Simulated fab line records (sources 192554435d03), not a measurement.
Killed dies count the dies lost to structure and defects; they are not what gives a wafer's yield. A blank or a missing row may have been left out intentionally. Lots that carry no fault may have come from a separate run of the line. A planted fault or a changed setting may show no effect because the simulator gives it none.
A lot that was struck, set against a sound lot    flow n5 finfet    15 out of 1938 route steps
Sound: wafers L816.2, L816.3, L816.6. The struck wafers were L821.4, L821.6. The cause is given at the end.
For every step that has rows: the tool of each side, followed by ch and its chambers, followed by its first start. Under that, the readings that differ: sound wafers    struck wafers    difference of the means    sigmas: that difference in standard deviations of wafers without a fault.
alike: same words and numbers on both sides, and readings whose means sit less than 2 such deviations apart. not compared: any withheld reading, any reading some wafer has no value for, any bound like >300 that may hide the same value, and any number with overlapping values for which the record gives no deviation.
The two part at a step that has a row with sigmas, a row that says differs or no value, or rows on one side only. Non-overlapping numbers with no deviation appear without sigmas and do not part them. A reading that every wafer of one side lacks parts them only if that side has two wafers or more.

first, 1 step without rows for these wafers: N5_HKMG_FIN_STRIP_33 (strips in N2/H2).
N5_HKMG_FIN_STRIP_34: strips in CF4.
  sound on rie diel-06 ch 1,3, day 6 05:20; struck on rie diel-02 ch 2, day 7 09:01
reading                          sound              struck       difference  sigmas
rf vpp V (V)                     270.5 268.8 269.9  272.1 273.3  +3.0        +2
showerhead plenum p Torr (Torr)  1.80 1.73 1.73     1.86 1.86    +0.11       +3
  alike: bias power w, drypump motor current A, oes product au, power w, throttle valve pct
  not compared: rf hours counter h
then, 1 step without rows for these wafers: N5_HKMG_FIN_ETCH_35 (etches SOC in N2/H2, target depth 215.8 nm, time 243.4 s).
N5_HKMG_FIN_STRIP_92: strips SOC in N2/H2, time 20 s.
  sound on rie diel-06 ch 1,3, day 6 05:30; struck on rie diel-02 ch 2, day 7 09:11
reading                          sound           struck     difference  sigmas
showerhead plenum p Torr (Torr)  3.37 3.23 3.23  3.48 3.48  +0.20       +3
  alike: bias power w, drypump motor current A, oes product au, power w, rf vpp V, throttle valve pct
  not compared: rf hours counter h
then, 2 steps without rows for these wafers: N5_HKMG_FIN_WET_ETCH_18 (etches TiN in SC1, time 55 s, target depth 5.2 nm, rinse time 30 s); N5_HKMG_FIN_STRIP_19 (strips in N2/H2, time 360 s).
N5_HKMG_FIN_ALD_91: deposits TiN, target thk 1 nm, pulse time 1 s, purge time 3 s.
  sound on ald metal-04 ch 1,2, day 6 06:04; struck on ald metal-03 ch 1,3, day 7 09:43
  alike: heater power outer w, heater power w, precursor pulse height rel
  not compared: co reactant pulse time s
then, 1 step without rows for these wafers: N5_HKMG_FIN_COAT_85 (time 60 s, resist thk 300 nm).
N5_HKMG_FIN_ETCH_86: etches SOC in N2/H2, stops on TiN, target depth 393.2 nm.
  sound on rie diel-05 ch 0,2,3, day 6 06:25; struck on rie diel-05 ch 1,2, day 7 10:05
  alike: drypump motor current A, oes product au, rf vpp V, showerhead plenum p Torr, throttle valve pct
  not compared: rf hours counter h
then, 2 steps without rows for these wafers: N5_HKMG_FIN_STRIP_89 (strips SOC in N2/H2, time 20 s); N5_HKMG_FIN_WET_ETCH_87 (etches TiN in SC1, time 154.2 s, target depth 4.7 nm, rinse time 30 s).
N5_HKMG_FIN_STRIP_88: strips in N2/H2, time 360 s.
  sound on plasma asher-01 ch 1, day 6 06:40; struck on plasma asher-02 ch 1, day 7 10:27
reading                      sound        struck   difference  sigmas
drypump motor current A (A)  5.0 5.1 5.1  6.2 6.2  +1.1        +3
heater power w (W)           558 540 560  439 446  -110        -2
  not compared: rf hours counter h
N5_HKMG_FIN_NWFM_ALD_20: deposits TiAlC, target thk 2 nm, pulse time 3 s, purge time 2 s.
  sound on ald metal-03 ch 0,3, day 6 07:03; struck on ald metal-03 ch 0,1, day 7 10:43
reading                       sound     struck         difference  sigmas
co reactant pulse time s (s)  10 10 10  14.121 14.121  +4.121      
  alike: heater power outer w, heater power w, precursor pulse height rel
then, 1 step without rows for these wafers: N5_HKMG_FIN_ALD_71 (deposits TiN, target thk 1 nm, pulse time 1 s, purge time 3 s).
-- here the record skips 3 days between the struck wafers' starts before and after, leaving off in module HKMG_FIN and picking up in module BEOL_M4 (first step shown: number 1111 of the route) --
N5_BEOL_M4_RC_MEAS_101:
  sound on prober-02 ch 0, day 10 06:49; struck on prober-02 ch 0, day 10 15:11
reading        sound           struck     difference  sigmas
SS_P (mV/dec)  73.2 73.9 74.0  72.9 72.0  -1.2        -2
  alike: DIBL_N, DIBL_P, IOFF_N, IOFF_P, ION_N, ION_P, SS_N, VT_N, VT_P

WHERE THEY PART
First at N5_HKMG_FIN_STRIP_34; last, within this record, at N5_BEOL_M4_RC_MEAS_101.

WHY: what the simulator had put in
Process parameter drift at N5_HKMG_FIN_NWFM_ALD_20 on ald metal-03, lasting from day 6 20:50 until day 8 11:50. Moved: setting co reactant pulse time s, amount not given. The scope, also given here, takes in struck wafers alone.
